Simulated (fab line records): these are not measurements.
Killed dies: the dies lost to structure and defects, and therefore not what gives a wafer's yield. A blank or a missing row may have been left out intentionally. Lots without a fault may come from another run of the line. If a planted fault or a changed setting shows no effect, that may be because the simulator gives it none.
Matching of chambers + flow n5_finfet + N5_BEOL_M13_DESCUM_33 on rie_diel-03 has 4 sister chambers
The step chemistry O2, time 7.9 s. 22 wafers are shown with their chamber, then 11 later ones without.

## WAFERS PAIRED WITH THEIR CHAMBERS
| wafer  | chamber | drypump_motor_current_A (A) | showerhead_plenum_p_Torr (Torr) | throttle_valve_pct (%) |
|--------|---------|-----------------------------|---------------------------------|------------------------|
| L074.4 | 0       | 5.6                         | 2.07                            | 20.36                  |
| L074.5 | 2       | 6.6                         | 2.19                            | 20.42                  |
| L074.6 | 3       | 5.4                         | 2.06                            | 20.41                  |
| L077.2 | 3       | 5.4                         | 2.06                            | 20.44                  |
| L077.4 | 2       | 6.6                         | 2.18                            | 20.43                  |
| L077.5 | 2       | 6.6                         | 2.18                            | 20.42                  |
| L076.1 | 2       | 6.6                         | 2.18                            | 20.43                  |
| L076.3 | 1       | 4.9                         | 2.20                            | 20.66                  |
| L076.4 | 0       | 5.7                         | 2.06                            | 20.36                  |
| L079.2 | 2       | 6.6                         | 2.18                            | 20.43                  |
| L079.3 | 0       | 5.7                         | 2.06                            | 20.38                  |
| L079.5 | 2       | 6.6                         | 2.18                            | 20.44                  |
| L084.1 | 0       | 5.6                         | 2.06                            | 20.38                  |
| L084.2 | 3       | 5.5                         | 2.05                            | 20.45                  |
| L084.4 | 2       | 6.6                         | 2.18                            | 20.45                  |
| L087.3 | 2       | 6.6                         | 2.18                            | 20.46                  |
| L087.4 | 3       | 5.4                         | 2.05                            | 20.46                  |
| L087.6 | 3       | 5.4                         | 2.05                            | 20.45                  |
| L089.4 | 2       | 6.6                         | 2.18                            | 20.46                  |
| L089.5 | 0       | 5.6                         | 2.06                            | 20.40                  |
| L089.6 | 1       | 4.9                         | 2.19                            | 20.68                  |
| L094.1 | 0       | 5.6                         | 2.05                            | 20.42                  |

SIGNATURES, as means of the wafers listed above
| reading                  | chamber 0 | chamber 1 | chamber 2 | chamber 3 | scatter within a chamber |
|--------------------------|-----------|-----------|-----------|-----------|--------------------------|
| drypump_motor_current_A  | 5.633     | 4.900     | 6.600     | 5.420     | 0.0344                   |
| showerhead_plenum_p_Torr | 2.0600    | 2.1950    | 2.1811    | 2.0540    | 0.00505                  |
| throttle_valve_pct       | 20.3833   | 20.6700   | 20.4378   | 20.4420   | 0.0188                   |
Rule: a wafer's distance from a chamber is the root of the sum, over the readings, of the square of ((its reading less the chamber's mean) divided by the reading's scatter). If the next closest chamber is less than 2 further off than the closest, the wafer can't be placed; otherwise it belongs to the closest. The scatter is the square root of a quotient: the sum, over the shown wafers, of each reading's squared deviation from its chamber's mean, divided by wafers minus chambers.

## WAFERS WITHOUT THEIR CHAMBER
| wafer  | drypump_motor_current_A (A) | showerhead_plenum_p_Torr (Torr) | throttle_valve_pct (%) |
|--------|-----------------------------|---------------------------------|------------------------|
| L094.2 | 4.9                         | 2.19                            | 20.69                  |
| L094.6 | 5.4                         | 2.05                            | 20.46                  |
| L091.1 | 5.7                         | 2.05                            | 20.41                  |
| L091.4 | 4.9                         | 2.19                            | 20.69                  |
| L091.5 | 5.6                         | 2.05                            | 20.40                  |
| L096.1 | 4.9                         | 2.19                            | 20.71                  |
| L096.2 | 6.6                         | 2.17                            | 20.48                  |
| L096.6 | 5.4                         | 2.04                            | 20.48                  |
| L097.1 | 4.9                         | 2.19                            | 20.69                  |
| L097.3 | 5.4                         | 2.04                            | 20.48                  |
| L097.5 | 6.6                         | 2.17                            | 20.48                  |

## THE CHAMBER EACH PASSED THROUGH
| wafer  | from the rows above | in truth |
|--------|---------------------|----------|
| L094.2 | 1                   | 1        |
| L094.6 | 3                   | 3        |
| L091.1 | 0                   | 0        |
| L091.4 | 1                   | 1        |
| L091.5 | 0                   | 0        |
| L096.1 | 1                   | 1        |
| L096.2 | 2                   | 2        |
| L096.6 | 3                   | 3        |
| L097.1 | 1                   | 1        |
| L097.3 | 3                   | 3        |
| L097.5 | 2                   | 2        |
Correctly placed: 11 of 11. Not placeable from these rows: 0. Wrongly placed: 0.
